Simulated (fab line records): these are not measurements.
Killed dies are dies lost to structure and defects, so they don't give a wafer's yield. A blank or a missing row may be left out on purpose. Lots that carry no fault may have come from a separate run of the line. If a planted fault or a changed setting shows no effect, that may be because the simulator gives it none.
Matching of chambers	flow n5Finfet	N5_SDB_CUT_ETCH_26 on rieSi-05: 4 sister chambers
The step etches Si in HBr/Cl2/O2, target depth 129.6 nm, bt time 20 s, time 51.8 s. 8 wafers are shown with their chamber, then 8 later ones without.

## WAFERS PAIRED WITH THEIR CHAMBERS
wafer	chamber	throttleValvePct (%)	oesProductAu (a.u.)
L088.5	0	37.35	1.012
L090.1	1	37.58	1.007
L090.5	3	37.13	1.011
L090.6	2	37.53	0.993
L091.1	3	37.13	1.013
L091.2	0	37.35	1.014
L091.4	2	37.50	0.998
L076.2	1	37.58	1.013

## WAFERS WHOSE CHAMBER IS MISSING
wafer	throttleValvePct (%)	oesProductAu (a.u.)
L076.3	37.16	1.015
L076.5	37.51	0.990
L097.1	37.49	0.996
L097.3	37.57	1.019
L097.6	37.50	1.004
L096.1	37.49	0.996
L096.3	37.35	1.010
L096.4	37.58	1.007

## WHICH CHAMBER EACH ONE RAN IN
wafer	from the rows above	in truth
L076.3	3	3
L076.5	2	2
L097.1	2	2
L097.3	1	1
L097.6	2	2
L096.1	2	2
L096.3	0	0
L096.4	1	1
Correctly placed: 8 of 8. Number that these rows cannot place: 0. 0 placed wrongly.
How it was worked out, from the rows above alone: a wafer's distance from a chamber is the root of the sum, over the readings, of the square of ((its reading less the chamber's mean) divided by the reading's scatter). The wafer belongs to the nearest chamber; if the next one is less than 2 further off, it can't be placed. Each chamber's mean is taken over the wafers shown for it. How the scatter is found: for the shown wafers, subtract from each reading the mean of its chamber, square and add these, divide the total by (wafers less chambers), then take the root.
